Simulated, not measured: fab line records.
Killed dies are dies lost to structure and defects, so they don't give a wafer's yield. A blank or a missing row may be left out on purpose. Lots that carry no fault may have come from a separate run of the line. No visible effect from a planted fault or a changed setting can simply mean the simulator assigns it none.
Problem report, 8D (eight disciplines) form, completed by code :: flow nand_harc :: the parts of the form that need people (team, actions taken, sign-off) are left out

## 1. PROBLEM STATEMENT
run_length_s at NHARC_A_CONTACT_ETCH_49 reads a mean of 378.7 s on 4 wafers of 2 lots; wafers without a fault read 496.7 s with a standard deviation of 0.44. So: -99 or more standard deviations from the usual mean.
The step: etches the open film in N2/H2, target depth 260 nm, time 475.3 s.
First observed at day 28 19:54: wafer L417.2, on rie_diel-07. The record holds 18 wafers of 6 lots with a number at this step. Rule for "out" (also "out of limits"): further than 4 standard deviations from the usual mean. Any other wafer with a number is counted as sound.

## 2. WHAT IT IS, WHAT IT ISN'T
question: which readings at this step
is: run_length_s
is not: oes_product_au, rf_vpp_V, showerhead_plenum_p_Torr, throttle_valve_pct

question: which lots
is: L417, L418
is not: L403, L409, L421, L422

question: which wafers of those lots
is: L417.2, L417.3, L418.2, L418.3
is not: L417.1, L418.4

question: read on which tools
is: rie_diel-07
is not: rie_diel-01

question: when
is: from day 28 19:54
is not: up to then (7 sound wafers); but 7 sound wafers of L418, L421, L422 came after

## 3. SUSPECTS, AND WHAT RULES EACH OUT
Counting: a tool at a process step up to the reading stays a suspect if it ran every lot that is out. Sound lots after the first of them don't rule it out here, since some wafers of a struck lot are sound.
- rie_diel-07 at NHARC_A_CONTACT_DESCUM_47 (chemistry O2, time 3 s): kept. It processed each lot that is out (first: L417, day 28 19:44); up to then, its last sound lot is L403 (day 22 19:35).
- rie_diel-07 at NHARC_A_CONTACT_ETCH_48 (etches the open film in CF4, target depth 39 nm, time 65 s): kept. It processed each lot that is out (first: L417, day 28 19:49); up to then, its last sound lot is L403 (day 22 19:41).
- rie_diel-07 at NHARC_A_CONTACT_ETCH_49 (etches the open film in N2/H2, target depth 260 nm, time 475.3 s): kept. It processed each lot that is out (first: L417, day 28 19:54); up to then, its last sound lot is L403 (day 22 19:55). On those wafers its own readings are out: run_length_s.
Left after counting: rie_diel-07 at NHARC_A_CONTACT_DESCUM_47, rie_diel-07 at NHARC_A_CONTACT_ETCH_48, rie_diel-07 at NHARC_A_CONTACT_ETCH_49.

## 4. THE CAUSE (what the simulator had put in)
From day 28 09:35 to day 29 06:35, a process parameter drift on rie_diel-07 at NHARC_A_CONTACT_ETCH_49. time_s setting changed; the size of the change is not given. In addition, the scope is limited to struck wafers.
3 suspects survive the count, and this tool is in that group.

## 5. SEQUENCE OF EFFECTS, ordered by route
Each row: a reading where the mean over the struck wafers with a number is more than 3 standard deviations away from the usual. Scope: only readings with a usual standard deviation given in the record; hours: median across lots of the time from each lot's start at the first step in this table that gives one to its start at this step; sigmas: change in usual standard deviations.
hours: 0
step: NHARC_A_CONTACT_ETCH_49
reading: run_length_s
usual: 496.7 s
on struck wafers: 378.7
change: -118.0
sigmas: -99 or more
The process steps in it:
- NHARC_A_CONTACT_ETCH_49: etches the open film in N2/H2, target depth 260 nm, time 475.3 s.
Readings that are blank on the struck wafers while sound wafers have them: rf_fwd_power_W at NHARC_A_CONTACT_ETCH_49.

## 6. HOW IT WOULD HAVE BEEN CAUGHT EARLIER
In this record no reading fell out of limits until day 28 19:54, 10 hours after the fault had begun at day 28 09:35.
